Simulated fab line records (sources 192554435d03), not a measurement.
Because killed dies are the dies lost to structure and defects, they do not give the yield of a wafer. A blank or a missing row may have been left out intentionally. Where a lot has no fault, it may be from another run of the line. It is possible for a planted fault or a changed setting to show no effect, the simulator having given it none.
Problem report in the 8D (eight disciplines) form, filled by code ; flow n5Finfet ; the parts of the form that need people (team, actions taken, sign-off) are left out

## 1. WHAT WENT WRONG
Mean of rawDefectCount at N5_STI_FIN_REVEAL_INSPECT_13: 825 across 6 wafers in 2 lots; on wafers with no fault it is 12 (standard deviation 5.2). So: +99 or more standard deviations from the usual mean.
The step: inspects for defects (darkfield).
First seen on wafer L442.3, day 6 09:04, on defectInspect-02. Wafers with a number at this step in the record: 12, from 4 lots. The rule behind "out" and "out of limits": a value lying over 4 standard deviations away from the usual mean. The rest of the wafers with a number are treated as sound.

## 2. WHAT IT IS; WHAT IT IS NOT
question;is;is not
which readings at this step;rawDefectCount;-
which lots;L442, L444;L432, L450
which wafers of those lots;all that have a number;-
read on which gauges;defectInspect-02;defectInspect-01
when;from day 6 09:04;"up to then (3 sound wafers); but 3 sound wafers of L450 came after"

## 3. SUSPECTS, AND WHAT RULES EACH OUT
Counting: a tool stays on the suspect list if, at a process step up to the reading, it processed all lots that are out and no sound lot following the first of them.
- ruled out: the gauge at N5_STI_FIN_REVEAL_INSPECT_13. All the wafers that are out were read on defectInspect-02, but those of them that N5_PASSIVATION_PROBE_49 has rows for are out there too, on other tools.
- wetBench-02 at N5_STI_FIN_REVEAL_PRECLEAN_29 (cleans in DHF, time 30 s): kept. It ran every lot that is out, first L442 (day 6 05:36), and no sound lot after that; its last sound lot up to then is L432 (day 3 16:37).
Remaining after the count: wetBench-02 at N5_STI_FIN_REVEAL_PRECLEAN_29.

## 4. THE CAUSE (what the simulator had put in)
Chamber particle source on wetBench-02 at N5_STI_FIN_REVEAL_PRECLEAN_29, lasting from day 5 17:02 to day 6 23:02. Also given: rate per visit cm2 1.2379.
Only this tool survived the counting.

## 5. THE CHAIN OF EFFECTS, in route order
One row per reading whose mean, taken over the struck wafers that have a number, lies over 3 standard deviations from the usual. Only readings whose record carries a usual standard deviation are examined. hours: median over the lots of the time between each lot's start at the first step of this table that gives one and its start at this step. sigmas: the change, counted in usual standard deviations.
hours;step;reading;usual;on struck wafers;change;sigmas
0;N5_STI_FIN_REVEAL_INSPECT_13;rawDefectCount;12;825;+813;+99 or more
236;N5_PASSIVATION_PROBE_49;defectLimitedYield;91.6 %;82.6;-9.0;-5.6
236;N5_PASSIVATION_PROBE_49;killedAtFrontEnd;39;152;+113;+9.4
236;N5_PASSIVATION_PROBE_49;killedDies;100;206;+106;+5.6
236;N5_PASSIVATION_PROBE_49;killedOnRim;13;29;+16;+3.8
236;N5_PASSIVATION_PROBE_49;sort_bin_5_function;5.0 %;10.8;+5.8;+5.3
236;N5_PASSIVATION_PROBE_49;sortNPass;1080;974;-106;-5.9
236;N5_PASSIVATION_PROBE_49;sortYieldPct;91.6 %;82.6;-9.0;-5.6
Process steps it contains:
- N5_PASSIVATION_PROBE_49
At these later measuring or inspecting steps, every struck wafer for which the step has a row has a number for every such reading, and none has moved that far: N5_BEOL_M4_RC_MEAS_101.

## 6. HOW IT WOULD HAVE BEEN CAUGHT EARLIER
Counted from the fault's start at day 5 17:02, it took 16 hours until the first out-of-limits reading at a measuring or inspecting step in this record, taken at day 6 09:04.
Tool readings at N5_STI_FIN_REVEAL_PRECLEAN_29 with a usual standard deviation given in the record: none out on any struck wafer, hence no alarm at a limit of 4 standard deviations on them.
L444, from the lots that are out (2), started N5_STI_FIN_REVEAL_PRECLEAN_29 on wetBench-02 later than day 6 09:04. Had the tool been put on hold then, it would have been spared.
